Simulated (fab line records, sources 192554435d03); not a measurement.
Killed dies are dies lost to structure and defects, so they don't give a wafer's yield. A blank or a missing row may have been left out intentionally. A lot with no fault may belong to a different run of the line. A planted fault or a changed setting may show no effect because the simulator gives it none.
Chamber matching -- flow n5-finfet -- 4 sister chambers for N5_GATE_CUT_ETCH_37 on rie-diel-03
The step etches SOC in N2/H2, target depth 60 nm, overetch 12 nm, time 90 s. 4 wafers are shown with their chamber, then 10 later ones without.

WAFERS PAIRED WITH THEIR CHAMBERS
wafer,chamber,showerhead-plenum-p-Torr (Torr)
L090.5,1,2.49
L090.6,0,2.34
L091.2,2,2.35
L091.5,3,2.41

WAFERS WITH NO CHAMBER GIVEN
wafer,showerhead-plenum-p-Torr (Torr)
L091.6,2.34
L092.1,2.34
L092.2,2.34
L092.4,2.41
L093.1,2.48
L093.3,2.41
L093.6,2.34
L094.2,2.33
L094.4,2.48
L094.5,2.33

EACH ONE'S CHAMBER
wafer,from the rows above,in truth
L091.6,can't be placed: 0 or 2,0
L092.1,can't be placed: 0 or 2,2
L092.2,can't be placed: 0 or 2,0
L092.4,3,3
L093.1,1,1
L093.3,3,3
L093.6,can't be placed: 0 or 2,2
L094.2,can't be placed: 0 or 2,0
L094.4,1,1
L094.5,can't be placed: 0 or 2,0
4 of 10 placed correctly. Unplaceable from these rows: 6, with the true chamber sitting among the candidates in 6. Placed wrongly: 0.
How it was worked out, from the rows above alone: a wafer's distance from a chamber is the root of the sum, over the readings, of the square of ((its reading less the chamber's mean) divided by the reading's scatter). If the next closest chamber is less than 2 further off than the closest, the wafer can't be placed; otherwise it belongs to the closest. A chamber's mean is the mean of its shown wafers. The scatter: with one shown wafer a chamber, the root of the mean of the squares of how far each hidden wafer lies from its nearest shown one.
